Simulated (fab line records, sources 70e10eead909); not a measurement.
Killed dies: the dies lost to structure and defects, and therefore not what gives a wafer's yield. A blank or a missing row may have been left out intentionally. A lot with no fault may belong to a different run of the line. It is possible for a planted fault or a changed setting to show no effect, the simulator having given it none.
fab line records	flow nand_harc
record lots=24	wafers=72	last_day=34
route steps=1302 shown A_CONTACT@1010
lots with no fault: from the same line, run without faults
start_h: start of the lot's first displayed wafer, in hours after the record's first day	wait_h: hours elapsed since this lot's preceding step	" the same as in the row above	L1.1+2: one row covering several wafers at once	- no value, or no start was given	* or withheld: withheld	< > ~ a bound
route shown NAME@n: NAME is a module with steps in the file, n the number in the route of the first one	usual: average and standard deviation across the fault-free wafers	same: alike in all rows	chamber/n: place in a boat	sites: each site's reading	_std_site: the values' standard deviation	_edge_site: the outer-site mean with the inner-site mean subtracted	radius_mm: how far each site lies from the wafer's centre	mask NAME#n: copy n	behind: tool/chamber where the wafer was last shaped	hold: why the lot was held/for how many hours/how that ended	device: whichever transistor did not switch (one of n, p or np)	end of line: tests run on the same wafers once the route is complete	step lacking rows: just its recipe	killed: at the first sort, the dies lost to defects and structure; wafer yield is something else	map: dies across one wafer; x = killed, . = not, _ = none there
set.NAME: setting as actually run; set.NAME@STEP: the setting as run at that earlier step	model.NAME: the simulator's own value behind a step, which no gauge read
a sample of lots followed through the steps of the route, with each step as a table and each wafer as a row
services: the hour from which a tool's chamber was out of use, counted from the record's first day as start_h (under 0 if before that day), plus the number of hours and why
## steps
# step NHARC_A_CONTACT_ETCH_116
# recipe source_w=withheld	pressure_mtorr=20	bias_v=3000	time_s=190	target_depth_a=18500	ar_flow_sccm=withheld	c4f8_flow_sccm=withheld	o2_flow_sccm=withheld	chemistry=C4F8/O2/Ar
lot.wafer	tool	chamber	start_h	wait_h	rf_hours_counter_h
L074.2	har_cap_etch-02	0	505.83	0.2	85
L074.3	"	1	"	"	-
L074.4	"	0	"	"	-
L075.1	har_cap_etch-03	1	506.29	0.1	43
L075.2	"	0	"	"	43
L075.5	"	1	"	"	-
L076.2	har_cap_etch-02	1	511.08	0.2	87
L076.3	"	1	"	"	-
L076.5	"	0	"	"	-
L077.3	har_cap_etch-01	1	535.97	0.1	-
L077.4	"	0	"	"	-
L077.5	"	1	"	"	-
L079.2	har_cap_etch-03	1	544.01	0.1	50
L079.1	"	0	"	"	50
L079.4	"	1	"	"	-
L078.4	har_cap_etch-03	0	557.56	0.1	-
L078.6	"	1	"	"	-
L078.5	"	0	"	"	-
L081.1	har_cap_etch-01	0	565.11	0.1	8
L081.2	"	1	"	"	8
L081.5	"	1	"	"	-
L082.2	har_cap_etch-02	0	576.87	0.1	97
L082.4	"	0	"	"	-
L082.3	"	1	"	"	-
L080.4	har_cap_etch-03	1	580.09	0.1	-
L080.3	"	0	"	"	-
L080.6	"	0	"	"	-
L083.2	har_cap_etch-01	1	583.39	0.1	12
L083.3	"	1	"	"	-
L083.6	"	1	"	"	-
L084.1	har_cap_etch-01	1	588.63	0.1	14
L084.3	"	0	"	"	-
L084.6	"	0	"	"	-
L085.1	har_cap_etch-02	0	604.86	0.1	106
L085.3	"	1	"	"	-
L085.6	"	1	"	"	-
L086.4	har_cap_etch-01	0	611.90	0.1	-
L086.6	"	0	"	"	-
L086.5	"	1	"	"	-
L087.2	har_cap_etch-02	1	614.17	0.2	108
L087.4	"	1	"	"	-
L087.3	"	0	"	"	-
L088.2	har_cap_etch-03	0	646.67	0.1	68
L088.3	"	0	"	"	-
L088.5	"	1	"	"	-
L089.2	har_cap_etch-01	1	647.89	0.1	24
L089.4	"	0	"	"	-
L089.5	"	1	"	"	-
L090.1	har_cap_etch-01	0	663.12	0.1	27
L090.4	"	1	"	"	-
L090.5	"	1	"	"	-
L091.1	har_cap_etch-02	0	663.44	0.1	115
L091.3	"	1	"	"	-
L091.5	"	0	"	"	-
L092.1	har_cap_etch-02	1	671.84	0.1	117
L092.3	"	0	"	"	-
L092.5	"	0	"	"	-
L093.4	har_cap_etch-02	0	687.26	0.1	-
L093.3	"	1	"	"	-
L093.5	"	1	"	"	-
L096.1	har_cap_etch-01	1	695.29	0.1	33
L096.3	"	0	"	"	-
L096.6	"	1	"	"	-
L094.2	har_cap_etch-02	1	695.52	0.1	124
L094.4	"	0	"	"	-
L094.3	"	1	"	"	-
L095.4	har_cap_etch-01	0	699.40	0.1	-
L095.6	"	0	"	"	-
L095.5	"	1	"	"	-
L097.4	har_cap_etch-01	1	730.85	0.1	-
L097.3	"	0	"	"	-
L097.5	"	0	"	"	-
# step NHARC_A_CONTACT_ETCH_120
# recipe source_w=withheld	pressure_mtorr=20	bias_v=3000	time_s=190	target_depth_a=18500	ar_flow_sccm=withheld	c4f8_flow_sccm=withheld	o2_flow_sccm=withheld	chemistry=C4F8/O2/Ar
lot.wafer	tool	chamber	start_h	wait_h	rf_hours_counter_h
L074.2	har_cap_etch-02	0	506.75	0.2	85
L074.3	"	1	"	"	-
L074.4	"	0	"	"	-
L075.1	har_cap_etch-03	1	506.97	0.1	44
L075.2	"	0	"	"	44
L075.5	"	1	"	"	-
L076.2	har_cap_etch-02	1	511.99	0.2	88
L076.3	"	1	"	"	-
L076.5	"	0	"	"	-
L077.3	har_cap_etch-01	1	536.65	0.1	-
L077.4	"	0	"	"	-
L077.5	"	1	"	"	-
L079.2	har_cap_etch-03	1	544.69	0.1	51
L079.1	"	0	"	"	51
L079.4	"	1	"	"	-
L078.4	har_cap_etch-03	0	558.24	0.1	-
L078.6	"	1	"	"	-
L078.5	"	0	"	"	-
L081.1	har_cap_etch-01	0	565.80	0.1	8
L081.2	"	1	"	"	8
L081.5	"	1	"	"	-
L082.2	har_cap_etch-02	0	577.54	0.1	98
L082.4	"	0	"	"	-
L082.3	"	1	"	"	-
L080.4	har_cap_etch-03	1	580.78	0.1	-
L080.3	"	0	"	"	-
L080.6	"	0	"	"	-
L083.2	har_cap_etch-01	1	584.07	0.1	12
L083.3	"	1	"	"	-
L083.6	"	1	"	"	-
L084.1	har_cap_etch-01	1	589.31	0.1	14
L084.3	"	0	"	"	-
L084.6	"	0	"	"	-
L085.1	har_cap_etch-02	0	605.54	0.1	107
L085.3	"	1	"	"	-
L085.6	"	1	"	"	-
L086.4	har_cap_etch-01	0	612.58	0.1	-
L086.6	"	0	"	"	-
L086.5	"	1	"	"	-
L087.2	har_cap_etch-02	1	615.07	0.2	109
L087.4	"	1	"	"	-
L087.3	"	0	"	"	-
L088.2	har_cap_etch-03	0	647.35	0.1	69
L088.3	"	0	"	"	-
L088.5	"	1	"	"	-
L089.2	har_cap_etch-01	1	648.57	0.1	25
L089.4	"	0	"	"	-
L089.5	"	1	"	"	-
L090.1	har_cap_etch-01	0	663.80	0.1	27
L090.4	"	1	"	"	-
L090.5	"	1	"	"	-
L091.1	har_cap_etch-02	0	664.12	0.1	116
L091.3	"	1	"	"	-
L091.5	"	0	"	"	-
L092.1	har_cap_etch-02	1	672.53	0.1	118
L092.3	"	0	"	"	-
L092.5	"	0	"	"	-
L093.4	har_cap_etch-02	0	687.94	0.1	-
L093.3	"	1	"	"	-
L093.5	"	1	"	"	-
L096.1	har_cap_etch-01	1	695.97	0.1	34
L096.3	"	0	"	"	-
L096.6	"	1	"	"	-
L094.2	har_cap_etch-02	1	696.19	0.1	124
L094.4	"	0	"	"	-
L094.3	"	1	"	"	-
L095.4	har_cap_etch-01	0	700.09	0.1	-
L095.6	"	0	"	"	-
L095.5	"	1	"	"	-
L097.4	har_cap_etch-01	1	731.53	0.1	-
L097.3	"	0	"	"	-
L097.5	"	0	"	"	-
# step NHARC_A_CONTACT_ETCH_123
# recipe source_w=withheld	pressure_mtorr=20	bias_v=400	time_s=490	target_depth_a=21100	ar_flow_sccm=withheld	c4f8_flow_sccm=11.5	o2_flow_sccm=7.2	chemistry=C4F8/O2/Ar
lot.wafer	tool	chamber	start_h	wait_h	rf_hours_counter_h
L075.1	har_cap_etch-03	1	507.49	0.1	44
L075.2	"	0	"	"	44
L075.5	"	1	"	"	-
L074.2	har_cap_etch-02	0	507.51	0.3	86
L074.3	"	1	"	"	-
L074.4	"	0	"	"	-
L076.2	har_cap_etch-02	1	512.75	0.3	88
L076.3	"	1	"	"	-
L076.5	"	0	"	"	-
L077.3	har_cap_etch-01	1	537.29	0.3	-
L077.4	"	0	"	"	-
L077.5	"	1	"	"	-
L079.2	har_cap_etch-03	1	545.20	0.1	51
L079.1	"	0	"	"	51
L079.4	"	1	"	"	-
L078.4	har_cap_etch-03	0	558.94	0.3	-
L078.6	"	1	"	"	-
L078.5	"	0	"	"	-
L081.1	har_cap_etch-01	0	566.31	0.1	9
L081.2	"	1	"	"	9
L081.5	"	1	"	"	-
L082.2	har_cap_etch-02	0	578.06	0.1	99
L082.4	"	0	"	"	-
L082.3	"	1	"	"	-
L080.4	har_cap_etch-03	1	581.41	0.3	-
L080.3	"	0	"	"	-
L080.6	"	0	"	"	-
L083.2	har_cap_etch-01	1	584.65	0.2	13
L083.3	"	1	"	"	-
L083.6	"	1	"	"	-
L084.1	har_cap_etch-01	1	589.82	0.1	15
L084.3	"	0	"	"	-
L084.6	"	0	"	"	-
L085.1	har_cap_etch-02	0	606.11	0.2	107
L085.3	"	1	"	"	-
L085.6	"	1	"	"	-
L086.4	har_cap_etch-01	0	613.21	0.3	-
L086.6	"	0	"	"	-
L086.5	"	1	"	"	-
L087.2	har_cap_etch-02	1	615.76	0.2	109
L087.4	"	1	"	"	-
L087.3	"	0	"	"	-
L088.2	har_cap_etch-03	0	647.92	0.2	70
L088.3	"	0	"	"	-
L088.5	"	1	"	"	-
L089.2	har_cap_etch-01	1	649.15	0.2	25
L089.4	"	0	"	"	-
L089.5	"	1	"	"	-
L090.1	har_cap_etch-01	0	664.37	0.2	28
L090.4	"	1	"	"	-
L090.5	"	1	"	"	-
L091.1	har_cap_etch-02	0	664.63	0.1	116
L091.3	"	1	"	"	-
L091.5	"	0	"	"	-
L092.1	har_cap_etch-02	1	673.04	0.1	118
L092.3	"	0	"	"	-
L092.5	"	0	"	"	-
L093.4	har_cap_etch-02	0	688.57	0.3	-
L093.3	"	1	"	"	-
L093.5	"	1	"	"	-
L096.1	har_cap_etch-01	1	696.54	0.2	34
L096.3	"	0	"	"	-
L096.6	"	1	"	"	-
L094.2	har_cap_etch-02	1	696.77	0.2	125
L094.4	"	0	"	"	-
L094.3	"	1	"	"	-
L095.4	har_cap_etch-01	0	700.71	0.3	-
L095.6	"	0	"	"	-
L095.5	"	1	"	"	-
L097.4	har_cap_etch-01	1	732.16	0.3	-
L097.3	"	0	"	"	-
L097.5	"	0	"	"	-
# step NHARC_A_CONTACT_ETCH_90
# recipe target_depth_a=400	over_etch_frac=0.5	time_s=85.7	ion_energy_ev=120	ch3f_flow_sccm=50	o2_flow_sccm=30	ar_flow_sccm=200	rf_w=500	bias_w=100	chemistry=CH3F/O2
# usual drypump_motor_current_A=5.9/0.43	oes_product_au=0.96/0.035	rf_vpp_V=244.2/1.8	showerhead_plenum_p_Torr=2.46/0.12	throttle_valve_pct=20.663/0.009
lot.wafer	tool	chamber	start_h	wait_h	drypump_motor_current_A	oes_product_au	rf_hours_counter_h	rf_vpp_V	showerhead_plenum_p_Torr	throttle_valve_pct
L075.1	rie_diel-05	1	508.48	0.9	6.2	0.99	17	246.2	2.57	20.686
L075.2	"	3	"	"	5.7	1.00	20	246.2	2.51	20.645
L075.5	"	0	"	"	6.0	1.01	-	241.9	2.29	20.668
L074.3	rie_diel-02	1	508.54	0.8	5.0	0.99	34	247.3	2.65	20.656
L074.2	"	2	"	"	6.6	1.01	37	242.3	2.40	20.658
L074.4	"	0	"	"	5.8	0.99	34	247.4	2.62	20.658
L076.2	rie_diel-12	0	513.81	0.9	4.9	1.02	18	242.2	2.29	20.669
L076.3	"	1	"	"	6.5	1.00	17	242.9	2.42	20.664
L076.5	"	3	"	"	5.7	1.00	-	246.9	2.52	20.673
L077.4	rie_diel-02	0	538.13	0.7	5.7	0.92	47	247.8	2.62	20.659
L077.3	"	2	"	"	6.5	0.93	46	242.5	2.40	20.660
L077.5	"	3	"	"	6.0	0.93	-	242.0	2.36	20.666
L079.2	rie_diel-02	3	546.18	0.9	6.0	0.93	45	243.2	2.36	20.660
L079.4	"	0	"	"	5.8	0.92	48	244.7	2.62	20.651
L079.1	"	1	"	"	5.0	0.92	45	246.0	2.64	20.662
L078.4	rie_diel-05	3	559.70	0.7	5.7	0.93	27	245.4	2.50	20.649
L078.5	"	0	"	"	6.0	0.94	-	241.0	2.28	20.661
L078.6	"	1	"	"	6.2	0.93	-	246.3	2.57	20.670
L081.1	rie_diel-05	0	567.33	0.9	6.0	1.00	27	242.4	2.28	20.657
L081.2	"	1	"	"	6.2	0.99	26	246.6	2.57	20.672
L081.5	"	2	"	"	5.8	0.99	-	242.1	2.39	20.664
L082.2	rie_diel-12	2	579.04	0.9	5.1	0.93	40	247.6	2.64	20.664
L082.4	"	3	"	"	5.7	0.91	43	245.2	2.51	20.663
L082.3	"	1	"	"	6.5	0.93	38	243.4	2.41	20.666
L080.3	rie_diel-02	0	582.24	0.7	5.8	1.01	0	246.8	2.61	20.677
L080.4	"	1	"	"	5.0	1.00	0	245.9	2.64	20.661
L080.6	"	2	"	"	6.5	0.98	-	242.7	2.39	20.661
L083.3	rie_diel-12	2	585.54	0.6	5.1	0.92	42	246.9	2.64	20.663
L083.2	"	1	"	"	6.5	0.94	42	243.6	2.41	20.645
L083.6	"	2	"	"	5.1	0.93	-	247.0	2.64	20.656
L084.1	rie_diel-02	0	590.82	0.9	5.8	0.94	4	246.7	2.61	20.666
L084.3	"	1	"	"	5.0	0.93	4	245.2	2.64	20.667
L084.6	"	2	"	"	6.6	0.92	-	243.3	2.39	20.664
L085.3	rie_diel-05	3	607.02	0.7	5.8	0.92	4	244.4	2.50	20.668
L085.1	"	1	"	"	6.2	0.91	4	245.9	2.56	20.661
L085.6	"	2	"	"	5.8	0.92	-	243.6	2.39	20.671
L086.4	rie_diel-05	0	614.02	0.7	6.0	0.99	5	242.3	2.28	20.666
L086.6	"	0	"	"	6.0	1.00	-	241.2	2.28	20.664
L086.5	"	1	"	"	6.2	0.98	-	245.6	2.56	20.658
L087.4	rie_diel-02	2	616.91	0.8	6.5	0.99	15	241.3	2.39	20.658
L087.3	"	3	"	"	5.9	0.98	13	241.9	2.35	20.659
L087.2	"	0	"	"	5.8	0.99	10	245.5	2.61	20.661
L088.2	rie_diel-05	2	648.81	0.8	5.8	0.98	6	243.0	2.39	20.673
L088.3	"	1	"	"	6.2	0.97	9	245.2	2.56	20.642
L088.5	"	2	"	"	5.8	0.99	-	243.7	2.39	20.678
L089.2	rie_diel-05	2	650.03	0.8	5.8	1.00	6	243.1	2.39	20.662
L089.4	"	0	"	"	6.0	0.99	8	240.4	2.28	20.637
L089.5	"	2	"	"	5.9	0.98	-	243.4	2.39	20.654
L090.1	rie_diel-05	1	665.27	0.8	6.2	0.97	12	245.5	2.56	20.677
L090.4	"	3	"	"	5.7	0.98	12	244.2	2.50	20.658
L090.5	"	1	"	"	6.2	0.98	-	246.0	2.56	20.665
L091.1	rie_diel-05	2	665.63	0.9	5.8	0.92	10	242.5	2.39	20.669
L091.3	"	0	"	"	6.0	0.92	12	243.0	2.28	20.646
L091.5	"	1	"	"	6.2	0.91	-	244.7	2.56	20.674
L092.3	rie_diel-02	2	674.01	0.6	6.5	0.93	33	243.1	2.38	20.671
L092.1	"	0	"	"	5.8	0.92	29	246.0	2.60	20.662
L092.5	"	3	"	"	5.9	0.93	-	242.4	2.35	20.654
L093.3	rie_diel-05	1	689.40	0.7	6.2	0.91	19	246.4	2.56	20.655
L093.4	"	2	"	"	5.8	0.92	17	243.6	2.39	20.665
L093.5	"	3	"	"	5.7	0.99	-	246.0	2.49	20.667
L096.1	rie_diel-12	1	697.43	0.8	6.5	0.92	17	244.5	2.39	20.658
L096.3	"	0	"	"	4.9	0.92	16	246.4	2.65	20.665
L096.6	"	2	"	"	5.1	0.93	-	245.7	2.63	20.661
L094.4	rie_diel-05	1	697.65	0.7	6.2	0.98	20	246.0	2.56	20.669
L094.2	"	2	"	"	5.8	1.00	18	241.8	2.38	20.652
L094.3	"	0	"	"	6.0	0.99	19	242.0	2.27	20.656
L095.4	rie_diel-05	0	701.52	0.7	6.0	0.97	19	242.8	2.27	20.655
L095.6	"	3	"	"	5.8	0.97	-	244.0	2.49	20.641
L095.5	"	0	"	"	6.0	0.98	-	241.4	2.27	20.638
L097.3	rie_diel-05	2	733.00	0.7	5.9	0.93	25	242.9	2.38	20.669
L097.4	"	1	"	"	6.2	0.91	-	244.7	2.55	20.675
L097.5	"	2	"	"	5.8	0.92	-	243.2	2.38	20.670
# step NHARC_A_CONTACT_ETCH_78
# recipe target_depth_a=53000	over_etch_frac=0.3	time_s=1378	ion_energy_ev=150	o2_flow_sccm=400	cos_flow_sccm=20	ar_flow_sccm=0	rf_w=500	bias_w=300	chemistry=O2/COS
# usual drypump_motor_current_A=5.8/0.46	oes_product_au=0.995/0.012	rf_vpp_V=314.1/2.2	showerhead_plenum_p_Torr=3.13/0.15	throttle_valve_pct=28.329/0.0091
lot.wafer	tool	chamber	start_h	wait_h	drypump_motor_current_A	oes_product_au	rf_hours_counter_h	rf_vpp_V	showerhead_plenum_p_Torr	throttle_valve_pct
L074.3	rie_diel-12	3	-	-	5.7	0.993	22	314.9	3.20	28.337
L074.4	"	0	"	"	4.9	1.000	19	311.1	2.92	28.333
L074.2	"	1	"	"	6.5	0.997	18	313.5	3.07	28.345
L075.2	rie_diel-12	0	-	-	4.9	1.014	20	312.0	2.92	28.329
L075.1	"	2	"	"	5.1	1.020	23	316.0	3.36	28.320
L075.5	"	0	"	"	4.9	1.000	-	311.8	2.92	28.330
L076.3	rie_diel-02	3	-	-	6.0	0.990	37	311.5	3.01	28.328
L076.2	"	1	"	"	5.0	1.000	39	316.6	3.35	28.334
L076.5	"	3	"	"	6.0	0.998	-	313.0	3.01	28.322
L077.3	rie_diel-05	0	-	-	6.0	1.031	23	311.8	2.90	28.324
L077.4	"	2	"	"	5.9	0.999	25	313.1	3.04	28.349
L077.5	"	1	"	"	6.2	1.001	-	315.3	3.26	28.325
L079.1	rie_diel-02	0	-	-	5.8	1.008	54	317.7	3.32	28.316
L079.4	"	1	"	"	5.0	0.995	51	316.2	3.35	28.329
L079.2	"	2	"	"	6.6	1.000	48	313.3	3.04	28.334
L078.4	rie_diel-05	1	-	-	6.2	1.002	26	314.8	3.25	28.325
L078.5	"	0	"	"	6.0	1.026	-	310.8	2.90	28.323
L078.6	"	1	"	"	6.2	1.005	-	315.4	3.25	28.320
L081.1	rie_diel-05	3	-	-	5.8	0.999	31	314.0	3.17	28.330
L081.2	"	1	"	"	6.2	0.982	28	316.0	3.25	28.335
L081.5	"	2	"	"	5.8	0.995	-	312.2	3.04	28.326
L082.4	rie_diel-02	1	-	-	5.0	1.014	1	317.0	3.34	28.335
L082.2	"	3	"	"	5.9	1.001	1	312.1	3.00	28.322
L082.3	"	0	"	"	5.8	1.003	1	317.0	3.31	28.330
L080.4	rie_diel-12	2	-	-	5.1	1.007	45	317.5	3.35	28.328
L080.3	"	0	"	"	4.9	1.003	49	310.7	2.90	28.329
L080.6	"	3	"	"	5.8	1.000	-	315.9	3.18	28.323
L083.3	rie_diel-02	3	-	-	5.9	0.992	7	313.1	2.99	28.333
L083.2	"	0	"	"	5.8	1.005	5	317.4	3.31	28.324
L083.6	"	1	"	"	5.0	1.007	-	317.8	3.34	28.317
L084.1	rie_diel-05	1	-	-	6.2	0.976	1	315.3	3.25	28.327
L084.3	"	3	"	"	5.8	0.977	1	314.5	3.17	28.341
L084.6	"	0	"	"	6.0	0.999	-	309.9	2.90	28.329
L085.1	rie_diel-05	0	-	-	6.0	0.997	5	310.8	2.90	28.333
L085.3	"	1	"	"	6.2	0.975	6	315.3	3.25	28.335
L085.6	"	1	"	"	6.2	0.989	-	316.7	3.25	28.345
L086.4	rie_diel-02	3	-	-	5.9	0.983	15	312.0	2.99	28.344
L086.5	"	1	"	"	5.0	1.001	-	316.9	3.34	28.340
L086.6	"	2	"	"	6.6	1.002	-	313.2	3.03	28.311
L087.4	rie_diel-02	0	-	-	5.8	1.002	13	315.8	3.31	28.333
L087.2	"	1	"	"	5.0	0.993	15	316.2	3.34	28.335
L087.3	"	3	"	"	6.0	0.996	16	312.8	2.99	28.325
L088.3	rie_diel-05	3	-	-	5.7	0.993	9	314.5	3.17	28.321
L088.2	"	0	"	"	6.0	1.003	9	313.3	2.90	28.313
L088.5	"	3	"	"	5.8	0.980	-	316.2	3.17	28.336
L089.4	rie_diel-05	0	-	-	6.0	0.982	10	312.1	2.90	28.326
L089.2	"	1	"	"	6.2	0.980	10	316.6	3.25	28.323
L089.5	"	3	"	"	5.8	0.979	-	313.3	3.17	28.321
L090.1	rie_diel-05	3	-	-	5.8	0.982	14	313.5	3.17	28.333
L090.4	"	2	"	"	5.9	1.003	12	312.2	3.03	28.341
L090.5	"	0	"	"	6.0	0.985	-	310.9	2.89	28.323
L091.3	rie_diel-05	3	-	-	5.8	0.981	15	314.1	3.17	28.315
L091.1	"	0	"	"	6.0	0.983	14	310.8	2.89	28.348
L091.5	"	3	"	"	5.8	0.979	-	315.8	3.17	28.329
L092.1	rie_diel-05	2	-	-	5.9	0.996	14	313.2	3.03	28.322
L092.3	"	0	"	"	6.0	0.999	16	311.1	2.89	28.322
L092.5	"	1	"	"	6.2	0.998	-	315.4	3.24	28.323
L093.3	rie_diel-05	1	-	-	6.2	0.978	20	315.9	3.24	28.339
L093.4	"	2	"	"	5.9	0.995	18	312.0	3.03	28.319
L093.5	"	3	"	"	5.8	0.997	-	314.9	3.17	28.330
L096.3	rie_diel-12	1	-	-	6.5	0.999	19	312.9	3.04	28.353
L096.1	"	2	"	"	5.1	1.005	23	317.3	3.33	28.328
L096.6	"	0	"	"	4.9	1.000	-	317.5	3.36	28.325
L094.2	rie_diel-05	0	-	-	6.0	0.988	20	311.1	2.89	28.338
L094.4	"	1	"	"	6.2	0.991	21	317.6	3.24	28.329
L094.3	"	3	"	"	5.8	0.987	19	314.9	3.16	28.313
L095.4	rie_diel-05	0	-	-	6.0	0.984	22	313.1	2.89	28.324
L095.5	"	1	"	"	6.2	0.968	-	316.3	3.24	28.323
L095.6	"	2	"	"	5.9	1.004	-	313.3	3.03	28.336
L097.4	rie_diel-12	0	-	-	4.9	1.005	35	317.6	3.35	28.326
L097.3	"	3	"	"	5.7	0.990	37	315.2	3.16	28.332
L097.5	"	1	"	"	6.5	0.992	-	313.9	3.03	28.333
# step NHARC_A_CONTACT_ETCH_130
# recipe source_w=withheld	pressure_mtorr=20	bias_v=3000	time_s=197	target_depth_a=19180	ar_flow_sccm=withheld	c4f8_flow_sccm=withheld	o2_flow_sccm=withheld	chemistry=C4F8/O2/Ar
lot.wafer	tool	chamber	start_h	wait_h	rf_hours_counter_h
L074.2	har_cap_etch-01	1	516.94	0.1	1
L074.3	"	1	"	"	-
L074.4	"	0	"	"	-
L075.2	har_cap_etch-03	0	517.59	0.1	47
L075.1	"	1	"	"	47
L075.5	"	1	"	"	-
L076.2	har_cap_etch-02	0	522.15	0.2	90
L076.3	"	1	"	"	-
L076.5	"	0	"	"	-
L077.3	har_cap_etch-02	1	546.94	0.2	-
L077.4	"	0	"	"	-
L077.5	"	0	"	"	-
L079.2	har_cap_etch-02	1	557.93	0.1	94
L079.1	"	0	"	"	94
L079.4	"	0	"	"	-
L078.4	har_cap_etch-03	0	571.32	0.1	-
L078.5	"	1	"	"	-
L078.6	"	0	"	"	-
L081.2	har_cap_etch-01	0	578.34	0.1	10
L081.1	"	1	"	"	10
L081.5	"	1	"	"	-
L082.2	har_cap_etch-03	1	587.02	0.1	59
L082.3	"	1	"	"	-
L082.4	"	0	"	"	-
L080.4	har_cap_etch-02	1	592.67	0.1	-
L080.3	"	0	"	"	-
L080.6	"	1	"	"	-
L083.2	har_cap_etch-03	1	593.95	0.1	61
L083.3	"	0	"	"	-
L083.6	"	1	"	"	-
L084.1	har_cap_etch-02	1	599.46	0.1	104
L084.3	"	0	"	"	-
L084.6	"	1	"	"	-
L085.1	har_cap_etch-03	1	619.25	0.1	65
L085.3	"	0	"	"	-
L085.6	"	1	"	"	-
L086.4	har_cap_etch-01	0	627.48	0.1	-
L086.5	"	0	"	"	-
L086.6	"	1	"	"	-
L087.2	har_cap_etch-03	0	629.90	0.1	67
L087.4	"	1	"	"	-
L087.3	"	0	"	"	-
L088.2	har_cap_etch-02	0	657.04	0.2	113
L088.3	"	1	"	"	-
L088.5	"	0	"	"	-
L089.2	har_cap_etch-03	0	658.95	0.1	71
L089.4	"	0	"	"	-
L089.5	"	0	"	"	-
L090.1	har_cap_etch-03	0	675.52	0.1	74
L090.4	"	0	"	"	-
L090.5	"	1	"	"	-
L091.1	har_cap_etch-01	0	676.84	0.1	30
L091.3	"	0	"	"	-
L091.5	"	1	"	"	-
L092.1	har_cap_etch-02	1	682.54	0.1	120
L092.3	"	0	"	"	-
L092.5	"	1	"	"	-
L093.4	har_cap_etch-03	1	698.58	0.2	-
L093.3	"	0	"	"	-
L093.5	"	1	"	"	-
L096.1	har_cap_etch-02	0	705.80	0.1	126
L096.3	"	1	"	"	-
L096.6	"	1	"	"	-
L094.2	har_cap_etch-03	1	706.14	0.1	80
L094.3	"	1	"	"	-
L094.4	"	0	"	"	-
L095.4	har_cap_etch-02	0	712.05	0.1	-
L095.5	"	1	"	"	-
L095.6	"	0	"	"	-
L097.3	har_cap_etch-02	1	741.34	0.1	-
L097.4	"	0	"	"	-
L097.5	"	0	"	"	-
## services
tool	chamber	start_h	hours	kind
rie_diel-05	0	489.13	-	clean
rie_diel-05	1	489.13	-	clean
rie_diel-05	2	489.13	-	clean
rie_diel-05	3	489.13	-	clean
har_cap_etch-01	-	497.00	17.0	pm
har_cap_etch-01	0	497.00	17.0	vent_cycle
har_cap_etch-01	1	497.00	17.0	vent_cycle
rie_diel-05	0	513.63	-	clean
rie_diel-05	1	513.63	-	clean
rie_diel-05	2	513.63	-	clean
rie_diel-05	3	513.63	-	clean
har_cap_etch-01	0	514.00	-	clean
har_cap_etch-01	1	514.00	-	clean
rie_diel-05	0	538.13	-	clean
rie_diel-05	1	538.13	-	clean
rie_diel-02	2	547.77	7.8	repair
rie_diel-05	-	583.60	9.0	pm
rie_diel-12	-	625.42	9.0	pm
rie_diel-02	3	640.50	3.0	repair
rie_diel-12	1	689.66	4.9	repair
har_cap_etch-02	-	707.21	0.6	repair
rie_diel-12	0	711.27	4.4	repair
rie_diel-05	0	720.99	14.9	repair
rie_diel-05	3	725.65	6.0	repair
## key
fault none
